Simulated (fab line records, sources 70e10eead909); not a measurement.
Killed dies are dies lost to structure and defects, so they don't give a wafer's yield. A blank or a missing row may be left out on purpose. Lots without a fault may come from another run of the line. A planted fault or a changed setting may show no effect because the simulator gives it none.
fab line records | flow nand_harc
record lots=5 wafers=15 last_day=30
route steps=1302 shown P_GATE@126 END@1302
lots that met no fault: from a run of the same line without faults
start_h: hours from the record's first day to the start of the lot's first wafer shown | wait_h: hours since the lot's step before | " the same as in the row above | L1.1+2: a row that stands for several wafers | - no value, or no start given | * or withheld: withheld | < > ~ a bound
route shown NAME@n: a module of which the file shows steps, and the number in the route of the first | usual: mean/standard deviation of fault-free wafers | same: alike in all rows | chamber/n: place in a boat | sites: the reading at each site | _std_site: their standard deviation | _edge_site: outer sites' mean less inner sites' | radius_mm: how far each site lies from the wafer's centre | mask NAME#n: copy n | behind: the tool/chamber that last shaped the wafer | hold: why the lot was held/for how many hours/how that ended | device: the transistor (n, p or np) that didn't switch | end of line: the same wafers' tests at the end of the route | a step without rows: its recipe alone | killed: dies lost to structure and defects at the first sort, not the wafer's yield | map: a wafer's dies, x killed, . not, _ none there
set.NAME: the setting as run; set.NAME@STEP: as run at that earlier step | model.NAME: the simulator's own value behind a step, which no gauge read
lots at some steps of the route; a table a step, a row a wafer
services: from which hour (start_h, from the record's first day; less than 0 if before it) a tool's chamber was out of use, for how many hours, and why
## steps
# step NHARC_P_GATE_STRIP_15
# recipe time_s=780 temp_c=130 chemistry=SPM
# step NHARC_P_GATE_PRECLEAN_71
# recipe time_s=* temp_c=50 bath_age_min=0 chemistry=SC1
# step NHARC_P_GATE_SRD_72
# step NHARC_P_GATE_OXIDE_16
# recipe target_thk_a=30 temp_c=875 ox_time_s=392 material=SiO2
# step NHARC_P_GATE_CVD_17
# recipe target_thk_a=1500 temp_c=620 time_s=900 material=poly-Si
# step NHARC_P_GATE_HM_DEP_102
# recipe target_thk_a=1200 temp_c=400 material=aC
# usual throttle_valve_pct=35.001/0.009
# columns lot.wafer tool chamber start_h wait_h throttle_valve_pct
L781.2 acl_dep-03 0 136.79 0.5 34.995
L781.3 " 0 " " 35.007
L781.6 " 0 " " 34.994
L783.1 acl_dep-01 0 156.15 0.8 35.000
L783.3 " 0 " " 34.992
L783.4 " 0 " " 35.000
L785.2 acl_dep-01 0 173.21 1.4 34.991
L785.3 " 0 " " 34.984
L785.5 " 0 " " 34.997
L791.1 acl_dep-01 0 247.26 2.2 35.002
L791.3 " 0 " " 35.008
L791.6 " 0 " " 35.017
L793.3 acl_dep-03 0 255.43 5.5 34.997
L793.4 " 0 " " 34.988
L793.5 " 0 " " 34.996
# step NHARC_P_GATE_DEP_103
# recipe target_thk_a=300 target_thk_nm=30 temp_c=400 flow_sccm=200 rf_w=350 material=SiON
# usual heater_power_w=724/71
# columns lot.wafer tool chamber start_h wait_h heater_power_w
L781.2 pecvd-02 2 137.37 0.5 761
L781.3 " 0 " " 657
L781.6 " 0 " " 650
L783.3 pecvd-01 1 156.81 0.3 785
L783.1 " 0 " " 850
L783.4 " 2 " " 838
L785.2 pecvd-01 1 173.77 0.5 837
L785.3 " 0 " " 756
L785.5 " 1 " " 828
L791.3 pecvd-03 0 247.96 0.4 778
L791.1 " 1 " " 727
L791.6 " 0 " " 777
L793.3 pecvd-01 0 255.88 0.3 807
L793.5 " 0 " " 815
L793.4 " 2 " " 750
# step NHARC_P_GATE_DEHYDRATE_18
# recipe temp_c=150 time_s=120
# step NHARC_P_GATE_HMDS_19
# recipe time_s=30
# step NHARC_P_GATE_COAT_20
# recipe spin_rpm=1500 resist_thk_nm=90
# step NHARC_P_GATE_SOFTBAKE_21
# recipe temp_c=105 time_s=55
# step NHARC_P_GATE_EBR_22
# step NHARC_P_GATE_EXPOSE_23
# recipe na=1.35 target_cd_nm=120 dose_mj=93.91 mask_id=P_GATE
# usual stage_vel_mm_s=499.98/0.23
# columns lot.wafer tool chamber start_h wait_h mask stage_vel_mm_s
L781.2 arfi_scanner-01 0 137.91 - P_GATE#0 499.87
L781.3 " 0 " " P_GATE#0 499.68
L781.6 " 0 " " P_GATE#0 500.03
L783.1 arfi_scanner-01 0 157.35 - P_GATE#0 499.89
L783.3 " 0 " " P_GATE#0 500.19
L783.4 " 0 " " P_GATE#0 500.19
L785.2 arfi_scanner-03 0 174.31 - P_GATE#0 500.11
L785.3 " 0 " " P_GATE#0 499.81
L785.5 " 0 " " P_GATE#0 500.14
L791.1 arfi_scanner-02 0 248.47 - P_GATE_R1#0 499.85
L791.3 " 0 " " P_GATE_R1#0 500.19
L791.6 " 0 " " P_GATE_R1#0 499.98
L793.3 arfi_scanner-02 0 256.30 - P_GATE#0 499.64
L793.4 " 0 " " P_GATE#0 499.83
L793.5 " 0 " " P_GATE#0 499.58
# step NHARC_P_GATE_PEB_24
# recipe peb_temp_c=100 peb_time_s=65
# step NHARC_P_GATE_DEVELOP_25
# recipe develop_time_s=35 dev_temp_c=23
# step NHARC_P_GATE_CD_MEAS_26
# recipe target_cd_nm=120 landing_energy_ev=500
# usual cd_nm=120.0/0.55
# columns lot.wafer tool chamber start_h wait_h hold cd_nm
L781.2 cd_sem-02 0 138.05 - - 118.9
L781.3 " 0 " " - 119.5
L781.6 " 0 " " - 119.0
L783.1 cd_sem-03 0 157.48 - - 119.7
L783.3 " 0 " " - 118.9
L783.4 " 0 " " - 119.5
L785.2 cd_sem-03 0 174.45 - - 119.6
L785.3 " 0 " " - 120.5
L785.5 " 0 " " - 120.4
L791.1 cd_sem-03 0 248.61 - await_dispo/0.2h/release 117.2
L791.3 " 0 " " await_dispo/0.2h/release 116.7
L791.6 " 0 " " await_dispo/0.2h/release 117.1
L791.1 cd_sem-03 0 - - - 116.8
L791.3 " 0 " " - 116.6
L791.6 " 0 " " - 117.1
L793.3 cd_sem-03 0 256.44 - - 120.4
L793.4 " 0 " " - 120.0
L793.5 " 0 " " - 120.8
# step NHARC_P_GATE_OVL_MEAS_27
# usual overlay_x_nm=-0.1/0.83 overlay_y_nm=-0.1/0.75
# columns lot.wafer tool chamber start_h wait_h hold overlay_x_nm overlay_y_nm
L781.2 overlay-02 - 138.14 - - -1.2 0.0
L781.3 " - " " - -0.9 0.1
L781.6 " - " " - -0.8 0.7
L783.1 overlay-01 - 157.57 - - -0.8 0.1
L783.3 " - " " - -0.5 0.5
L783.4 " - " " - 0.0 0.4
L785.2 overlay-01 - 174.53 - - -1.4 0.2
L785.3 " - " " - -1.0 0.1
L785.5 " - " " - -1.3 0.1
L793.3 overlay-01 - 256.52 - - 2.1 -0.7
L793.4 " - " " - 1.3 0.0
L793.5 " - " " - 1.3 0.0
L791.1 overlay-01 - 261.28 - await_dispo/12.4h/release -1.1 -0.6
L791.3 " - " " await_dispo/12.4h/release -0.5 -0.7
L791.6 " - " " await_dispo/12.4h/release -0.8 -0.4
# step NHARC_P_GATE_INSPECT_28
# usual raw_defect_count=6/3.1
# columns lot.wafer tool chamber start_h wait_h raw_defect_count
L781.2 defect_inspect-02 - 138.17 0.0 8
L781.3 " - " " 6
L781.6 " - " " 5
L783.1 defect_inspect-02 - 157.61 0.0 11
L783.3 " - " " 10
L783.4 " - " " 6
L785.2 defect_inspect-02 - 174.57 0.0 5
L785.3 " - " " 10
L785.5 " - " " 8
L793.3 defect_inspect-02 - 256.56 0.0 2
L793.4 " - " " 3
L793.5 " - " " 4
L791.1 defect_inspect-02 - 261.31 0.0 5
L791.3 " - " " 1
L791.6 " - " " 4
# step NHARC_P_GATE_DESCUM_31
# recipe time_s=3 o2_flow_sccm=200 ar_flow_sccm=0 bias_power_w=0 chemistry=O2
# usual chamber_pressure_mTorr=59.99/0.059 drypump_motor_current_A=5.6/0.42 o2_flow_sccm=199.9/0.57 oes_product_au=1.000/0.0098 rf_vpp_V=57.8/0.88 showerhead_plenum_p_Torr=1.93/0.087 throttle_valve_pct=11.311/0.0093
# columns lot.wafer tool chamber start_h wait_h chamber_pressure_mTorr drypump_motor_current_A o2_flow_sccm oes_product_au rf_hours_counter_h rf_vpp_V showerhead_plenum_p_Torr throttle_valve_pct model.P_GATE.cd_nm
L781.3 rie_diel-11 0 138.23 0.1 59.99 5.6 200.7 1.011 3 58.4 1.99 11.314 119.8
L781.2 " 3 " " 59.93 5.4 199.9 0.989 4 59.2 1.91 11.303 118.9
L781.6 " 1 " " 59.93 5.4 200.2 1.018 - 57.6 2.06 11.307 119.9
L783.3 rie_diel-11 3 157.67 0.1 60.01 5.4 199.9 0.996 5 57.6 1.91 11.314 118.7
L783.4 " 1 " " 60.01 5.4 200.1 1.018 4 58.9 2.06 11.306 120.4
L783.1 " 2 " " 60.03 6.3 201.0 0.994 5 58.1 1.85 11.314 120.2
L785.2 rie_diel-11 3 174.63 0.1 59.96 5.5 199.5 1.005 6 57.1 1.91 11.324 119
L785.3 " 1 " " 59.91 5.4 200.4 1.015 6 56.8 2.05 11.304 121
L785.5 " 3 " " 60.03 5.4 200.5 0.991 - 58.8 1.91 11.312 120.4
L793.3 rie_diel-07 0 256.63 0.1 60.07 5.6 199.9 1.003 7 58.4 1.84 11.310 120.1
L793.4 " 2 " " 60.01 5.3 199.0 0.995 7 56.5 1.80 11.307 119.9
L793.5 " 0 " " 60.02 5.6 200.5 1.011 - 56.8 1.84 11.330 120.3
L791.1 rie_diel-11 0 264.68 3.4 59.97 5.7 199.5 1.007 9 59.8 1.99 11.288 116.7
L791.3 " 1 " " 60.03 5.4 200.0 1.026 10 58.3 2.05 11.312 116.4
L791.6 " 0 " " 60.11 5.7 199.3 0.993 - 57.2 1.99 11.317 116.3
# step NHARC_P_GATE_ETCH_104
# recipe target_depth_a=600 time_s=withheld cf4_flow_sccm=100 chf3_flow_sccm=30 ar_flow_sccm=0 rf_w=500 bias_w=200 chemistry=CF4/CHF3
# usual chamber_pressure_mTorr=24.999/0.024 drypump_motor_current_A=5.6/0.43 oes_product_au=0.952/0.02 rf_vpp_V=370.8/2.6 showerhead_plenum_p_Torr=1.58/0.07 throttle_valve_pct=16.802/0.0084
# columns lot.wafer tool chamber start_h wait_h chamber_pressure_mTorr drypump_motor_current_A oes_product_au rf_vpp_V showerhead_plenum_p_Torr throttle_valve_pct
L781.3 rie_diel-11 2 138.32 0.1 25.030 6.3 0.932 369.0 1.53 16.799
L781.2 " 3 " " 25.009 5.5 0.919 370.1 1.57 16.803
L781.6 " 2 " " 25.007 6.3 0.919 368.4 1.53 16.819
L783.3 rie_diel-11 1 157.76 0.1 25.023 5.4 0.992 374.2 1.68 16.798
L783.4 " 2 " " 25.002 6.3 0.913 370.3 1.53 16.810
L783.1 " 0 " " 25.043 5.7 0.934 373.7 1.64 16.796
L785.2 rie_diel-11 3 174.72 0.1 25.035 5.4 0.950 371.1 1.57 16.816
L785.3 " 1 " " 25.042 5.4 0.984 374.3 1.68 16.805
L785.5 " 2 " " 25.002 6.3 0.972 369.3 1.53 16.812
L793.3 rie_diel-07 3 256.71 0.1 25.014 5.7 0.953 369.1 1.51 16.819
L793.4 " 1 " " 24.968 5.1 0.975 369.9 1.57 16.792
L793.5 " 2 " " 24.981 5.3 0.962 367.9 1.49 16.799
L791.3 rie_diel-11 1 264.76 0.1 24.952 5.4 0.986 373.2 1.68 16.811
L791.1 " 2 " " 25.009 6.3 0.969 368.2 1.53 16.808
L791.6 " 1 " " 25.041 5.4 0.981 374.5 1.68 16.801
# step NHARC_P_GATE_HM_OPEN_105
# recipe target_depth_a=3600 o2_flow_sccm=400 cos_flow_sccm=20 ar_flow_sccm=0 rf_w=500 bias_w=300 chemistry=O2/COS
# usual chamber_pressure_mTorr=20.000/0.017 drypump_motor_current_A=5.6/0.43 o2_flow_sccm=399.7/1.4 oes_product_au=0.999/0.0099 rf_vpp_V=467.7/3 showerhead_plenum_p_Torr=3.14/0.14 throttle_valve_pct=28.329/0.0089
# columns lot.wafer tool chamber start_h wait_h chamber_pressure_mTorr drypump_motor_current_A o2_flow_sccm oes_product_au rf_hours_counter_h rf_vpp_V showerhead_plenum_p_Torr throttle_valve_pct
L781.3 rie_diel-11 1 - - 19.991 5.4 400.5 1.021 3 470.9 3.34 28.323
L781.2 " 0 " " 20.012 5.6 400.3 1.022 3 469.5 3.25 28.321
L781.6 " 1 " " 19.998 5.4 400.8 1.027 - 470.5 3.34 28.351
L783.4 rie_diel-11 2 - - 20.021 6.3 397.4 0.989 5 464.1 3.03 28.330
L783.3 " 3 " " 20.009 5.5 397.4 0.995 5 467.1 3.11 28.335
L783.1 " 0 " " 19.992 5.7 399.8 1.006 4 471.3 3.25 28.324
L785.2 rie_diel-11 1 - - 19.999 5.4 400.5 1.016 6 472.0 3.34 28.337
L785.3 " 2 " " 20.001 6.3 400.0 0.995 6 464.7 3.03 28.318
L785.5 " 2 " " 19.974 6.3 401.0 0.988 - 464.6 3.03 28.335
L793.3 rie_diel-07 1 - - 19.981 5.1 396.3 0.996 7 466.6 3.12 28.321
L793.4 " 3 " " 20.000 5.7 399.5 1.004 6 463.3 3.00 28.321
L793.5 " 2 " " 20.026 5.4 399.8 0.990 - 464.0 2.95 28.319
L791.1 rie_diel-11 1 - - 20.015 5.4 399.8 1.026 10 472.1 3.34 28.323
L791.3 " 3 " " 19.984 5.5 399.3 0.993 10 466.0 3.11 28.331
L791.6 " 0 " " 19.968 5.7 398.8 0.995 - 469.7 3.24 28.315
# step NHARC_P_GATE_STRIP_106
# recipe o2_flow_sccm=400 cos_flow_sccm=20 ar_flow_sccm=0 bias_w=0 chemistry=O2/COS
# step NHARC_P_GATE_ETCH_114
# recipe target_depth_a=300 overetch_a=30 time_s=16.5 ion_energy_ev=100 cf4_flow_sccm=80 o2_flow_sccm=20 ar_flow_sccm=0 rf_w=300 bias_w=100 chemistry=CF4/O2
# step NHARC_P_GATE_ETCH_32
# recipe target_depth_a=1500 over_etch_frac=1 over_etch_ion_energy_ev=40 time_s=100.1 hbr_flow_sccm=150 cl2_flow_sccm=50 rf_w=400 icp_w=400 bias_w=100 chemistry=HBr/Cl2
# usual chamber_pressure_mTorr=15.001/0.016 drypump_motor_current_A=5.8/0.52 hbr_flow_sccm=150.0/0.5 oes_product_au=0.999/0.01 throttle_valve_pct=26.406/0.0089
# columns lot.wafer tool chamber start_h wait_h chamber_pressure_mTorr drypump_motor_current_A hbr_flow_sccm oes_product_au rf_hours_counter_h throttle_valve_pct model.P_GATE.cd_nm
L781.3 rie_si-02 2 138.73 - 14.994 6.3 150.2 0.994 0.2 26.406 124
L781.2 " 3 " " 15.009 6.0 150.4 1.002 0.2 26.407 121.8
L781.6 " 0 " " 15.020 5.7 149.7 1.011 - 26.395 121.6
L783.3 rie_si-01 0 158.13 - 14.994 5.3 149.5 0.994 0.9 26.400 120.1
L783.4 " 2 " " 15.011 5.3 149.8 1.013 0.8 26.409 119.5
L783.1 " 3 " " 15.018 6.5 149.8 1.004 0.8 26.404 120.2
L785.2 rie_si-03 3 175.09 - 14.999 6.2 150.3 0.983 0.7 26.425 119.9
L785.3 " 0 " " 15.017 5.7 150.3 0.982 0.8 26.404 121.8
L785.5 " 3 " " 15.000 6.2 149.7 0.994 - 26.404 119.9
L793.3 rie_si-02 3 257.08 - 14.991 6.0 149.3 1.003 1.0 26.412 119.5
L793.5 " 3 " " 15.044 6.0 150.1 1.004 - 26.409 122.6
L793.4 " 1 " " 14.998 4.7 149.4 0.987 - 26.392 121.6
L791.3 rie_si-02 1 265.15 - 15.003 4.7 149.6 0.988 0.9 26.404 117.1
L791.1 " 2 " " 14.990 6.3 149.6 0.990 0.8 26.416 117.9
L791.6 " 1 " " 14.997 4.7 149.3 0.993 - 26.422 119.7
# step NHARC_P_GATE_STRIP_108
# recipe o2_flow_sccm=500 ar_flow_sccm=0 bias_w=0 chemistry=O2
# usual chamber_pressure_mTorr=59.99/0.05 drypump_motor_current_A=5.6/0.42 o2_flow_sccm=500.0/1.5 oes_product_au=0.999/0.0085 rf_vpp_V=57.7/0.95 showerhead_plenum_p_Torr=3.51/0.15 throttle_valve_pct=17.036/0.0092
# columns lot.wafer tool chamber start_h wait_h chamber_pressure_mTorr drypump_motor_current_A o2_flow_sccm oes_product_au rf_hours_counter_h rf_vpp_V showerhead_plenum_p_Torr throttle_valve_pct
L781.2 rie_diel-07 2 138.85 - 59.98 5.4 498.8 0.990 1.3 57.3 3.34 17.031
L781.3 " 1 " " 60.02 5.1 502.2 0.995 1.4 59.1 3.53 17.038
L781.6 " 2 " " 60.01 5.3 500.2 0.991 - 55.1 3.34 17.030
L783.1 rie_diel-07 0 158.31 - 60.03 5.7 500.9 1.004 1.7 56.7 3.40 17.030
L783.4 " 1 " " 59.99 5.0 502.6 1.001 1.8 56.5 3.53 17.030
L783.3 " 2 " " 60.05 5.3 501.5 1.004 1.7 56.8 3.34 17.033
L785.2 rie_diel-06 1 175.27 - 59.90 5.7 500.1 0.993 1.7 56.2 3.40 17.044
L785.3 " 2 " " 59.99 4.6 499.6 1.006 2.4 59.3 3.73 17.038
L785.5 " 1 " " 59.99 5.7 500.8 0.998 - 56.2 3.40 17.025
L793.4 rie_diel-07 3 257.27 - 59.95 5.7 500.6 0.998 6.2 55.7 3.39 17.022
L793.3 " 1 " " 60.04 5.1 499.9 1.004 7.3 57.3 3.52 17.054
L793.5 " 3 " " 60.13 5.8 499.3 0.992 - 56.8 3.39 17.030
L791.1 rie_diel-07 3 265.30 - 60.02 5.7 500.6 1.006 6.0 58.5 3.39 17.038
L791.3 " 0 " " 60.06 5.6 501.2 0.996 6.6 56.2 3.39 17.054
L791.6 " 3 " " 60.05 5.7 499.6 1.001 - 57.5 3.39 17.035
# step NHARC_END_SORT_01
# recipe temp_c=25
# usual defect_limited_yield=91.6/2.8 killed_at_array=52/18 killed_at_other=0.6/1.1 killed_at_periphery=3.7/2.4 killed_dies=57/19 killed_open=3.1/1.7 killed_short=2.5/1.7 sort_bin_2_pct=3.0/1.2 sort_bin_3_pct=0.6/0.38 sort_bin_4_pct=4.8/1.7 sort_n_pass=620/19 sort_rim_yield_pct=91/4.1 sort_yield_pct=91.6/2.8
# same gross_dies=677 sort_bin_5_pct[%]=0 sort_bin_6_pct[%]=0 sort_bin_7_pct[%]=0 sort_bin_8_pct[%]=0 sort_rim_n_gross=106.00
# columns lot.wafer tool chamber start_h wait_h defect_limited_yield[%] killed_at_array killed_at_other killed_at_periphery killed_dies killed_open killed_short sort_bin_2_pct[%] sort_bin_3_pct[%] sort_bin_4_pct[%] sort_n_pass sort_rim_yield_pct[%] sort_yield_pct[%]
L781.2 prober-01 0 601.11 2.8 87.6 80 2 2 84 1 3 5.3 1.0 6.1 593 83 87.6
L781.3 prober-01 0 601.91 3.1 90.0 67 0 1 68 2 1 4.0 0.7 5.3 609 88 90.0
L781.6 prober-01 0 604.33 4.0 87.1 81 5 1 87 1 0 4.4 1.3 7.1 590 84 87.1
L783.1 prober-01 0 614.20 2.5 90.3 62 0 4 66 4 1 3.0 0.6 6.2 611 93 90.3
L783.3 prober-01 0 615.77 3.1 89.5 69 0 2 71 3 4 3.7 1.2 5.6 606 90 89.5
L783.4 prober-01 0 616.56 3.4 90.8 59 0 3 62 3 2 3.4 0.9 4.9 615 86 90.8
L785.2 prober-02 0 637.63 2.7 93.1 43 2 2 47 3 0 2.4 0.6 4.0 630 89 93.1
L785.3 prober-02 0 638.43 3.0 92.9 43 0 5 48 4 5 3.4 0.3 3.4 629 90 92.9
L785.5 prober-02 0 640.02 3.7 90.8 59 1 2 62 0 0 4.3 0.7 4.1 615 90 90.8
L793.3 prober-02 0 726.82 3.2 89.8 62 0 7 69 4 3 3.7 1.2 5.3 608 84 89.8
L793.4 prober-02 0 727.64 3.5 90.1 60 1 6 67 4 4 3.5 1.2 5.2 610 92 90.1
L793.5 prober-02 0 728.46 3.8 89.7 66 0 4 70 3 1 3.8 0.9 5.6 607 84 89.7
# killed by level:class
L781.2 A_CHANNEL_HOLE_D2:chamber_film_flake=28 A_CHANNEL_HOLE_D1:chamber_film_flake=20 A_SLIT:chamber_film_flake=17 A_STAIRCASE:chamber_film_flake=5 A_WL_FILL:chamber_film_flake=3 A_CHANNEL_FILL_D1:geometric_particle:short=2 P_GATE:chamber_film_flake=2 THIN_TSV:chamber_film_flake=2
L781.3 A_SLIT:chamber_film_flake=26 A_CHANNEL_HOLE_D1:chamber_film_flake=15 A_CHANNEL_HOLE_D2:chamber_film_flake=14 A_CONTACT:chamber_film_flake=5 A_STAIRCASE:chamber_film_flake=2 A_ONON_D1:geometric_particle:short=1 A_ONON_D1:geometric_particle:open=1 A_BLC:geometric_particle:open=1
L781.6 A_SLIT:chamber_film_flake=27 A_CHANNEL_HOLE_D1:chamber_film_flake=21 A_CHANNEL_HOLE_D2:chamber_film_flake=18 A_CONTACT:chamber_film_flake=10 HYBRID_BOND:chamber_film_flake=3 A_STAIRCASE:chamber_film_flake=2 THIN_TSV:chamber_film_flake=2 A_BLC:geometric_particle:open=1
L783.1 A_SLIT:chamber_film_flake=25 A_CHANNEL_HOLE_D1:chamber_film_flake=24 A_CHANNEL_HOLE_D2:chamber_film_flake=4 A_ONON_D1:geometric_particle:open=2 P_STI:chamber_film_flake=2 A_WL_FILL:chamber_film_flake=2 A_CHANNEL_FILL_D2:geometric_particle:open=1 A_CHANNEL_FILL_D2:geometric_particle:short=1
L783.3 A_CHANNEL_HOLE_D1:chamber_film_flake=29 A_SLIT:chamber_film_flake=26 A_CHANNEL_HOLE_D2:chamber_film_flake=5 A_ONON_D1:geometric_particle:open=2 A_CHANNEL_FILL_D1:geometric_particle:short=2 P_BONDPAD:chamber_film_flake=2 A_ONON_D1:geometric_particle:short=1 A_DECK1_JOINT:geometric_particle:short=1
L783.4 A_SLIT:chamber_film_flake=24 A_CHANNEL_HOLE_D1:chamber_film_flake=19 A_CHANNEL_HOLE_D2:chamber_film_flake=7 A_BLC:geometric_particle:open=2 A_ONON_D1:geometric_particle:short=1 A_WL_FILL:geometric_particle:short=1 A_M0:geometric_particle:open=1 P_STI:chamber_film_flake=1
L785.2 A_CHANNEL_HOLE_D1:chamber_film_flake=18 A_CHANNEL_HOLE_D2:chamber_film_flake=11 A_CONTACT:chamber_film_flake=7 THIN_TSV:chamber_film_flake=2 P_M0:geometric_particle:open=1 A_ONON_D1:geometric_particle:open=1 A_ONON_D2:geometric_particle:open=1 A_WL_FILL:chamber_film_flake=1
L785.3 A_CHANNEL_HOLE_D1:chamber_film_flake=21 A_CHANNEL_HOLE_D2:chamber_film_flake=8 A_CONTACT:chamber_film_flake=6 P_CONTACT:geometric_particle:open=2 A_WL_FILL:geometric_particle:short=2 P_CONTACT:geometric_particle:short=1 A_DECK1_JOINT:geometric_particle:short=1 A_CHANNEL_HOLE_D2:geometric_particle:open=1
L785.5 A_CHANNEL_HOLE_D1:chamber_film_flake=27 A_CHANNEL_HOLE_D2:chamber_film_flake=18 A_CONTACT:chamber_film_flake=8 P_ZERO_WELL:chamber_film_flake=2 A_SLIT:chamber_film_flake=2 A_CHANNEL_FILL_D1:chamber_film_flake=1 A_DECK1_JOINT:chamber_film_flake=1 A_STAIRCASE:chamber_film_flake=1
L793.3 A_CHANNEL_HOLE_D1:chamber_film_flake=25 A_CHANNEL_HOLE_D2:chamber_film_flake=19 A_SLIT:chamber_film_flake=5 A_CONTACT:chamber_film_flake=5 P_M1:chamber_film_flake=3 A_WL_FILL:chamber_film_flake=2 P_STI:geometric_particle:short=1 P_M0:geometric_particle:short=1
L793.4 A_CHANNEL_HOLE_D1:chamber_film_flake=25 A_CHANNEL_HOLE_D2:chamber_film_flake=17 A_SLIT:chamber_film_flake=7 P_M1:chamber_film_flake=4 A_CONTACT:chamber_film_flake=3 A_STAIRCASE:chamber_film_flake=2 P_M1:geometric_particle:short=1 P_M1:geometric_particle:open=1
L793.5 A_CHANNEL_HOLE_D1:chamber_film_flake=30 A_CHANNEL_HOLE_D2:chamber_film_flake=20 A_SLIT:chamber_film_flake=7 A_STAIRCASE:chamber_film_flake=3 P_M1:chamber_film_flake=2 A_CONTACT:chamber_film_flake=2 P_M0:geometric_particle:open=1 A_CHANNEL_HOLE_D1:geometric_particle:open=1
## services
# columns tool chamber start_h hours kind
pecvd-01 0 114.49 4.6 repair
rie_diel-11 1 115.04 3.4 repair
rie_diel-07 - 117.25 9.0 pm
acl_dep-03 - 119.27 13.0 pm
rie_diel-06 - 130.20 9.0 pm
pecvd-01 - 130.25 13.0 pm
arfi_scanner-03 - 130.28 0.7 repair
arfi_scanner-02 - 140.01 4.0 pm
rie_diel-11 1 141.06 6.7 repair
pecvd-02 1 143.01 19.2 repair
rie_diel-06 1 155.56 13.0 repair
rie_si-02 0 169.67 9.1 repair
acl_dep-03 - 170.32 2.3 repair
rie_diel-07 0 181.70 1.7 repair
acl_dep-01 - 191.20 13.0 pm
arfi_scanner-01 - 194.99 2.3 repair
rie_diel-07 1 201.64 3.6 repair
rie_si-02 1 205.77 5.2 repair
arfi_scanner-02 - 220.20 2.8 repair
arfi_scanner-01 - 240.73 5.2 repair
rie_si-02 0 249.93 11.6 repair
arfi_scanner-02 - 251.97 0.7 repair
arfi_scanner-01 - 252.66 4.0 pm
rie_diel-11 - 255.67 9.0 pm
## key
first_sign step=NHARC_P_GATE_EXPOSE_23 reading=mask direction=changed
effect step=NHARC_P_GATE_CD_MEAS_26 reading=visit direction=added
effect step=NHARC_P_GATE_CD_MEAS_26 reading=cd_nm direction=down sigmas=5.4 usual=120.0 struck=117.0
model_effect step=NHARC_P_GATE_DESCUM_31 value=P_GATE.cd_nm without=119.7 struck=116.5
model_effect step=NHARC_P_GATE_ETCH_32 value=P_GATE.cd_nm without=121.5 struck=118.2
met_at NHARC_P_GATE_EXPOSE_23
struck_wafers L791.1,L791.3,L791.6
rows_end L791.1,L791.3,L791.6
fault kind=wrong_mask tool=any chamber=- onset_h=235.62 steps=NHARC_P_GATE_EXPOSE_23 aux_copy=P_GATE_R1#0 cd_offset_nm=-3.253 scope=struck_lots_only
# rows_end: these wafers met a further fault down the route, and their rows from its step on are left out
